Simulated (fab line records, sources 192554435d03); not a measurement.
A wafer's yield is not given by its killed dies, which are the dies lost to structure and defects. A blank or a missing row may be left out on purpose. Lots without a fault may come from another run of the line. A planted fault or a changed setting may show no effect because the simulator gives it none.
Matching of chambers || flow n5 finfet || 4 sister chambers for N5_HKMG_FIN_ALD_74 on ald hk-03
The step deposits La2O3, target thk 0.5 nm, pulse time 6 s, co reactant pulse time 1 s. 8 wafers are shown with their chamber, then 12 later ones without.

## WAFERS WITH THEIR CHAMBER
{"wafer": "L090.4", "chamber": 2, "heater power w (W)": 400, "precursor pulse height rel": 0.998}
{"wafer": "L091.2", "chamber": 2, "heater power w (W)": 399, "precursor pulse height rel": 1.012}
{"wafer": "L091.4", "chamber": 3, "heater power w (W)": 318, "precursor pulse height rel": 1.001}
{"wafer": "L091.5", "chamber": 0, "heater power w (W)": 407, "precursor pulse height rel": 0.978}
{"wafer": "L091.6", "chamber": 1, "heater power w (W)": 365, "precursor pulse height rel": 0.994}
{"wafer": "L092.1", "chamber": 3, "heater power w (W)": 316, "precursor pulse height rel": 0.983}
{"wafer": "L092.2", "chamber": 1, "heater power w (W)": 368, "precursor pulse height rel": 1.021}
{"wafer": "L092.4", "chamber": 0, "heater power w (W)": 401, "precursor pulse height rel": 0.962}

## WAFERS MISSING THEIR CHAMBER
{"wafer": "L093.1", "heater power w (W)": 411, "precursor pulse height rel": 0.998}
{"wafer": "L093.4", "heater power w (W)": 357, "precursor pulse height rel": 1.005}
{"wafer": "L093.5", "heater power w (W)": 409, "precursor pulse height rel": 1.002}
{"wafer": "L095.1", "heater power w (W)": 401, "precursor pulse height rel": 1.008}
{"wafer": "L095.3", "heater power w (W)": 399, "precursor pulse height rel": 1.003}
{"wafer": "L095.6", "heater power w (W)": 375, "precursor pulse height rel": 0.980}
{"wafer": "L097.1", "heater power w (W)": 408, "precursor pulse height rel": 1.017}
{"wafer": "L097.2", "heater power w (W)": 314, "precursor pulse height rel": 0.998}
{"wafer": "L097.3", "heater power w (W)": 403, "precursor pulse height rel": 0.998}
{"wafer": "L097.4", "heater power w (W)": 376, "precursor pulse height rel": 1.020}
{"wafer": "L097.5", "heater power w (W)": 397, "precursor pulse height rel": 0.983}
{"wafer": "L097.6", "heater power w (W)": 308, "precursor pulse height rel": 1.036}

## WHICH CHAMBER EACH WENT THROUGH
{"wafer": "L093.1", "from the rows above": "can't be placed: 0 or 2", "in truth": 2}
{"wafer": "L093.4", "from the rows above": 1, "in truth": 1}
{"wafer": "L093.5", "from the rows above": "can't be placed: 0 or 2", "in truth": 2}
{"wafer": "L095.1", "from the rows above": 2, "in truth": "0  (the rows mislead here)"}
{"wafer": "L095.3", "from the rows above": 2, "in truth": 2}
{"wafer": "L095.6", "from the rows above": 1, "in truth": 1}
{"wafer": "L097.1", "from the rows above": "can't be placed: 2 or 0", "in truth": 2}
{"wafer": "L097.2", "from the rows above": 3, "in truth": 3}
{"wafer": "L097.3", "from the rows above": "can't be placed: 2 or 0", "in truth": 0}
{"wafer": "L097.4", "from the rows above": 1, "in truth": 1}
{"wafer": "L097.5", "from the rows above": "can't be placed: 2 or 0", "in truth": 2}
{"wafer": "L097.6", "from the rows above": 3, "in truth": 3}
Placed correctly: 6 of 12. Can't be placed from these rows: 5 (the true chamber is among the candidates in 5). Wrongly placed: 1.
How it was worked out, from the rows above alone: a wafer's distance from a chamber is the root of the sum, over the readings, of the square of ((its reading less the chamber's mean) divided by the reading's scatter). If the next closest chamber is less than 2 further off than the closest, the wafer can't be placed; otherwise it belongs to the closest. For every chamber, the mean is computed from those of its wafers that are shown. How the scatter is found: for the shown wafers, subtract from each reading the mean of its chamber, square and add these, divide the total by (wafers less chambers), then take the root.
